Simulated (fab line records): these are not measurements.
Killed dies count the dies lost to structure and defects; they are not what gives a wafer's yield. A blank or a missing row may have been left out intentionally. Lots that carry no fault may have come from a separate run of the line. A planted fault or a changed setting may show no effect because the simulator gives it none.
Lot-split experiment -- flow n5Finfet -- on a route of 1938 steps: 7 lots, 21 wafers read

## THE SPLIT ITSELF
At N5_BEOL_M12_SPUTTER_44 (material Ta, target thk 10 nm, time 16.13 s), the setting timeS was moved away from the recipe's 16.13 s on 6 of the 21 wafers read, by -13.9% to +3.8%. All remaining wafers had this setting at the recipe value.

The reading is taken at the split's own step.

## THE READING
Ta_of_BEOL_M12_SPUTTER_44.thkNm (the simulator's own value, which no gauge read), in nm, at N5_BEOL_M12_SPUTTER_44 (material Ta, target thk 10 nm, time 16.13 s). There is no usual value for it anywhere in the file. Across the 15 wafers here that went through the recipe, the average is 10.1 nm and the standard deviation 0.19 nm.

wafer,"tool, chamber at the split","timeS as run, s",against the recipe,"Ta_of_BEOL_M12_SPUTTER_44.thkNm, nm",against lot-mates on the recipe
L079.3,"pvdSputter-01, -",16.13,recipe,10,-
L079.4,"pvdSputter-01, -",16.13,recipe,10,-
L079.5,"pvdSputter-01, -",16.13,recipe,10.2,-
L087.2,"pvdSputter-03, -",15.16,-6.0%,9.4,-0.6
L087.4,"pvdSputter-03, -",16.13,recipe,10,-
L087.5,"pvdSputter-03, -",16.13,recipe,10,-
L089.2,"pvdSputter-01, -",13.89,-13.9%,8.6,-1.4
L089.5,"pvdSputter-01, -",16.13,recipe,10,-
L089.6,"pvdSputter-01, -",13.89,-13.9%,8.8,-1.2
L091.1,"pvdSputter-01, -",16.74,+3.8%,10.4,no lot-mate on the recipe
L091.4,"pvdSputter-01, -",16.74,+3.8%,10.4,no lot-mate on the recipe
L091.6,"pvdSputter-01, -",16.74,+3.8%,10.4,no lot-mate on the recipe
L093.2,"pvdSputter-03, -",16.13,recipe,10.2,-
L093.6,"pvdSputter-03, -",16.13,recipe,10.2,-
L093.5,"pvdSputter-03, -",16.13,recipe,10.4,-
L094.3,"pvdSputter-01, -",16.13,recipe,9.8,-
L094.4,"pvdSputter-01, -",16.13,recipe,9.8,-
L094.5,"pvdSputter-01, -",16.13,recipe,9.8,-
L097.1,"pvdSputter-03, -",16.13,recipe,10.2,-
L097.3,"pvdSputter-03, -",16.13,recipe,10.2,-
L097.5,"pvdSputter-03, -",16.13,recipe,10.4,-

THE FIT
A straight line over all 21 wafers: Ta_of_BEOL_M12_SPUTTER_44.thkNm changes by +0.0985 nm for each +1% of timeS; r = +0.94; the points scatter about the line by 0.17 nm.
The same after taking each lot's own level away (the mean of its wafers on the recipe; 18 wafers): +0.094 nm for each +1%; r = +0.98; scatter 0.08 nm.
That fit puts the effect of the largest move of timeS on the reading at 1.3 nm.
The lots' own levels span 9.80 to 10.27 nm, that is 2.5 times the standard deviation above.
So the lot-to-lot level changes the slope little: the two slopes agree.
Check: for one of the wafers moved furthest among these (-13.9%), held out of the fit, the line's prediction against its lot-mates is -1.23 nm. Against them it came out at -1.4 nm.

## FURTHER SPLITS ON THESE WAFERS
Note: prior to the reading, these wafers also went through further splits. Each is held against what the fit with the lots' levels taken away leaves over:
other split on the same wafers,wafers away from the commonest value,r with Ta_of_BEOL_M12_SPUTTER_44.thkNm (lot level and that fit taken away)
N5_BEOL_M8_DESCUM_16 timeS,8,+0.11
N5_BEOL_M9_COAT_05 spinRpm,10,-0.22
N5_BEOL_M9_ETCH_62 timeS,8,+0.03
N5_BEOL_M11_PECVD_70 tempC,9,+0.15
N5_BEOL_M11_ETCH_66 timeS,9,-0.26
N5_BEOL_M11_VIA_ETCH_34 sourceW,6,-0.07

## THE FILE'S OWN FIT
Ta_of_BEOL_M12_SPUTTER_44.thkNm changes by +0.0946 nm for each +1% of timeS, r = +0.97.
